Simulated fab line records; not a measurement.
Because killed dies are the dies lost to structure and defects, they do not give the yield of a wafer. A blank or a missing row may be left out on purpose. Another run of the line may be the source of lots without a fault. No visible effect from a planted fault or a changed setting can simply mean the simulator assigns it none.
Matching of chambers :: flow n5 finfet :: N5_BEOL_M10_DESCUM_16 on rie diel-02 has 4 sister chambers
The step chemistry O2, time 7.9 s. 16 wafers are shown with their chamber, then 8 later ones without.

## WAFERS, EACH WITH ITS CHAMBER
wafer: L075.2
chamber: 1
drypump motor current A (A): 5.7
throttle valve pct (%): 20.53
oes product au (a.u.): 0.70

wafer: L075.4
chamber: 2
drypump motor current A (A): 4.9
throttle valve pct (%): 20.72
oes product au (a.u.): 0.71

wafer: L075.6
chamber: 2
drypump motor current A (A): 4.9
throttle valve pct (%): 20.74
oes product au (a.u.): 0.70

wafer: L078.1
chamber: 2
drypump motor current A (A): 4.9
throttle valve pct (%): 20.74
oes product au (a.u.): 0.70

wafer: L078.3
chamber: 3
drypump motor current A (A): 5.8
throttle valve pct (%): 20.19
oes product au (a.u.): 0.93

wafer: L078.4
chamber: 0
drypump motor current A (A): 6.2
throttle valve pct (%): 20.45
oes product au (a.u.): 0.80

wafer: L081.1
chamber: 0
drypump motor current A (A): 6.2
throttle valve pct (%): 20.45
oes product au (a.u.): 0.79

wafer: L081.3
chamber: 1
drypump motor current A (A): 5.7
throttle valve pct (%): 20.55
oes product au (a.u.): 0.69

wafer: L081.4
chamber: 3
drypump motor current A (A): 5.8
throttle valve pct (%): 20.21
oes product au (a.u.): 0.92

wafer: L083.1
chamber: 3
drypump motor current A (A): 5.8
throttle valve pct (%): 20.20
oes product au (a.u.): 0.92

wafer: L083.5
chamber: 3
drypump motor current A (A): 5.8
throttle valve pct (%): 20.21
oes product au (a.u.): 0.92

wafer: L083.6
chamber: 2
drypump motor current A (A): 4.8
throttle valve pct (%): 20.75
oes product au (a.u.): 0.69

wafer: L085.3
chamber: 0
drypump motor current A (A): 6.2
throttle valve pct (%): 20.48
oes product au (a.u.): 0.77

wafer: L085.4
chamber: 1
drypump motor current A (A): 5.7
throttle valve pct (%): 20.55
oes product au (a.u.): 0.68

wafer: L085.6
chamber: 3
drypump motor current A (A): 5.8
throttle valve pct (%): 20.21
oes product au (a.u.): 0.90

wafer: L087.3
chamber: 0
drypump motor current A (A): 6.2
throttle valve pct (%): 20.49
oes product au (a.u.): 0.77

SIGNATURES, as means of the wafers listed above
reading: drypump motor current A
chamber 0: 6.200
chamber 1: 5.700
chamber 2: 4.875
chamber 3: 5.800
scatter within a chamber: 0.025

reading: throttle valve pct
chamber 0: 20.4675
chamber 1: 20.5433
chamber 2: 20.7375
chamber 3: 20.2040
scatter within a chamber: 0.014

reading: oes product au
chamber 0: 0.7825
chamber 1: 0.6900
chamber 2: 0.7000
chamber 3: 0.9180
scatter within a chamber: 0.0114
Rule: for each reading, subtract the chamber's mean from the wafer's reading, divide by that reading's scatter and square the result; add these up over the readings and take the root, which gives the wafer's distance from the chamber. If the next closest chamber is less than 2 further off than the closest, the wafer can't be placed; otherwise it belongs to the closest. The scatter: take each reading less its chamber's mean, square it, sum over the shown wafers, divide by the number of wafers less the number of chambers, and take the root.

## WAFERS WITH NO CHAMBER GIVEN
wafer: L087.4
drypump motor current A (A): 5.8
throttle valve pct (%): 20.22
oes product au (a.u.): 0.89

wafer: L087.6
drypump motor current A (A): 5.7
throttle valve pct (%): 20.55
oes product au (a.u.): 0.67

wafer: L091.1
drypump motor current A (A): 6.2
throttle valve pct (%): 20.49
oes product au (a.u.): 0.77

wafer: L091.3
drypump motor current A (A): 5.7
throttle valve pct (%): 20.56
oes product au (a.u.): 0.67

wafer: L091.4
drypump motor current A (A): 6.2
throttle valve pct (%): 20.48
oes product au (a.u.): 0.77

wafer: L095.1
drypump motor current A (A): 5.8
throttle valve pct (%): 20.28
oes product au (a.u.): 0.84

wafer: L095.4
drypump motor current A (A): 5.7
throttle valve pct (%): 20.13
oes product au (a.u.): 0.96

wafer: L095.6
drypump motor current A (A): 5.8
throttle valve pct (%): 20.27
oes product au (a.u.): 0.85

## EACH ONE'S CHAMBER
wafer: L087.4
from the rows above: 3
in truth: 3

wafer: L087.6
from the rows above: 1
in truth: 1

wafer: L091.1
from the rows above: 0
in truth: 0

wafer: L091.3
from the rows above: 1
in truth: 1

wafer: L091.4
from the rows above: 0
in truth: 0

wafer: L095.1
from the rows above: 3
in truth: 3

wafer: L095.4
from the rows above: 3
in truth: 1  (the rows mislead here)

wafer: L095.6
from the rows above: 3
in truth: 3
Placed correctly: 7 of 8. Left unplaced by these rows: 0. Placed wrongly: 1.
